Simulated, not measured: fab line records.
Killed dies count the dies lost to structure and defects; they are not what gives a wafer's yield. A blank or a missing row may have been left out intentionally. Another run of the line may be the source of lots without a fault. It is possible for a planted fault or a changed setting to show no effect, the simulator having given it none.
Lot-split experiment	flow n5 finfet	21 wafers read across 7 lots, on a route 1938 steps long

## SPLIT DETAILS
At N5_HKMG_FIN_ETCH_58 (etches SOC in N2/H2, target depth 215.8 nm, time 741 s), the setting source w was moved away from the recipe's 875 W on 6 of the 21 wafers read, by -16.7% to +15.0%. For the rest of the wafers, this setting stayed at what the recipe calls for.

The reading comes from the split's own step.

## THE READING
HKMG_FIN.feature depth nm (the simulator's own value, which no gauge read), in nm, at N5_HKMG_FIN_ETCH_58 (etches SOC in N2/H2, target depth 215.8 nm, time 741 s). There is no usual value for it anywhere in the file. Here, 15 wafers ran the recipe; their average is 217.2 nm with a standard deviation of 4 nm.

wafer	tool, chamber at the split	source w as run, W	against the recipe	HKMG_FIN.feature depth nm, nm	against lot-mates on the recipe
L077.1	rie diel-03, 1	875	recipe	210.4	-
L077.2	rie diel-03, 2	875	recipe	216.2	-
L077.4	rie diel-03, 3	875	recipe	217.4	-
L082.1	rie diel-03, 0	875	recipe	215.2	-
L082.4	rie diel-03, 1	988.6	+13.0%	235.8	+20.6
L082.5	rie diel-03, 1	988.6	+13.0%	233.8	+18.6
L085.1	rie diel-06, 0	728.5	-16.7%	181.8	-32.2
L085.3	rie diel-06, 2	875	recipe	214	-
L085.4	rie diel-06, 3	728.5	-16.7%	183.8	-30.2
L086.2	rie diel-06, 2	875	recipe	217.8	-
L086.5	rie diel-06, 2	875	recipe	216.6	-
L086.6	rie diel-06, 1	875	recipe	225.6	-
L089.1	rie diel-06, 1	875	recipe	219.6	-
L089.3	rie diel-06, 3	875	recipe	216.8	-
L089.4	rie diel-06, 1	875	recipe	223.4	-
L092.2	rie diel-05, 1	875	recipe	212	-
L092.4	rie diel-05, 1	947.7	+8.3%	226.4	+13.0
L092.6	rie diel-05, 0	875	recipe	214.8	-
L094.3	rie diel-03, 3	1006	+15.0%	246.8	+27.4
L094.5	rie diel-03, 1	875	recipe	222.6	-
L094.6	rie diel-03, 0	875	recipe	216.2	-

THE FIT
A straight line over all 21 wafers: HKMG_FIN.feature depth nm changes by +1.8 nm for each +1% of source w; r = +0.96; the points scatter about the line by 4.4 nm.
The same after taking each lot's own level away (the mean of its wafers on the recipe; 21 wafers): +1.75 nm for each +1%; r = +0.98; scatter 2.8 nm.
According to that fit, moving source w by its largest amount changes the reading by 29 nm.
The span of the lots' own levels, 213.40 to 220.00 nm, comes to 1.6 times the standard deviation stated above.
The two slopes agree, so the slope changes little with the lot-to-lot level.
Check: with one of the wafers moved furthest among these (-16.7%) left out of the fit, the line predicts -28.6 nm for it against its lot-mates. It came out at -32.2 nm against them.

## THE WHOLE CHAIN: every reading that the file lists as answering this split, in the file's order
step	what it does	reading	change (the file's fit)	r (the file's)
N5_HKMG_FIN_ETCH_58	etches SOC in N2/H2, target depth 215.8 nm, time 741 s	etch.depth nm (the simulator's own value, which no gauge read)	+1.75 nm for each +1% of the setting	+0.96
N5_HKMG_FIN_ETCH_58	etches SOC in N2/H2, target depth 215.8 nm, time 741 s	SOC_of_HKMG_FIN_COAT_41.thk nm (the simulator's own value, which no gauge read)	-1.72 nm for each +1% of the setting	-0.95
N5_HKMG_FIN_ETCH_58	etches SOC in N2/H2, target depth 215.8 nm, time 741 s	HKMG_FIN.feature depth nm (the simulator's own value, which no gauge read)	+1.75 nm for each +1% of the setting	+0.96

## FILE'S OWN FIT
HKMG_FIN.feature depth nm changes by +1.75 nm for each +1% of source w, r = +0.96.
